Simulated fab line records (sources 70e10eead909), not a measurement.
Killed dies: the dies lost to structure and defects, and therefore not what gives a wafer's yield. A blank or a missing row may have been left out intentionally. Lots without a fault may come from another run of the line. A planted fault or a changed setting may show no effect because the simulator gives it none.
The tool behind it: which one? ; flow nandHarc ; 18 wafers from 6 lots sampled at 5 of the route's 1302 steps

WHAT THE GAUGES SHOWED, per wafer
NHARC_END_SORT_01.
lot;measured;on;killedAtArray
L188;day 27 21:58;prober-01;673 676 677
L194;day 29 17:55;prober-02;674 676 669

WHICH TOOL RAN EACH LOT (tool, then ch and the chambers of the sampled wafers, then the start)
lot;NHARC_A_STAIRCASE_ETCH_315;NHARC_A_STAIRCASE_STRIP_316;NHARC_A_STAIRCASE_CVD_552;NHARC_A_STAIRCASE_DEP_325
L184;rieDiel-06 ch 0,1,3, day 18 08:25 or earlier;rieDiel-06 ch 0,2, day 18 08:25 or earlier;lpcvd-02 ch 1, day 18 08:25;pecvd-01 ch 0,1,2, day 19 07:51
L186;rieDiel-06 ch 0,2,3, day 19 01:29 or earlier;rieDiel-06 ch 0,1,2, day 19 01:29 or earlier;lpcvd-01 ch 1, day 19 01:29;pecvd-01 ch 1,2, day 19 21:26
L188;rieDiel-06 ch 0,1,2, day 20 21:07 or earlier;rieDiel-06 ch 0,1,2, day 20 21:07 or earlier;lpcvd-01 ch 1, day 20 21:07;pecvd-04 ch 0,1,2, day 21 21:07
L194;rieDiel-06 ch 1,2,3, day 22 13:28 or earlier;rieDiel-06 ch 1,2, day 22 13:28 or earlier;lpcvd-02 ch 1, day 22 13:28;pecvd-04 ch 0,2, day 23 09:19
L196;rieDiel-12 ch 0,1,2, day 23 18:27 or earlier;rieDiel-12 ch 0,1, day 23 18:27 or earlier;lpcvd-01 ch 0, day 23 18:27;pecvd-01 ch 0,2, day 24 14:35
L204;rieDiel-06 ch 2,3, day 26 06:56 or earlier;rieDiel-06 ch 0,2,3, day 26 06:56 or earlier;lpcvd-01 ch 1, day 26 06:56;pecvd-02 ch 0,1, day 27 04:34
- NHARC_A_STAIRCASE_ETCH_315: etches the open film in C4F8/O2/Ar, target depth 2500 nm, time 607.1 s.
- NHARC_A_STAIRCASE_STRIP_316: strips in O2.
- NHARC_A_STAIRCASE_CVD_552: deposits SiNx, target thk 40 nm.
- NHARC_A_STAIRCASE_DEP_325: deposits SiO2, target thk 7200 nm.

THE ANSWER, worked out from the rows above alone
Rule: usual is defined by the lots themselves. The widest of any qualifying gaps counts: lots, ordered by their means at a reading, are off when they make up no more than a third of the lots, leave a main group of 4 or more, and stand apart from it by 3 or more times the standard deviation of that group's means. A main group is skipped when, at the precision printed for the reading in the tables above, its means are all equal. Also off: a lot with no number at a reading for which 4 or more lots have one. Any other lot the step has rows for is counted as sound.
Across all readings shown, no lot is off: no conclusion can be drawn from this.

WHAT WAS PUT IN BY THE SIMULATOR
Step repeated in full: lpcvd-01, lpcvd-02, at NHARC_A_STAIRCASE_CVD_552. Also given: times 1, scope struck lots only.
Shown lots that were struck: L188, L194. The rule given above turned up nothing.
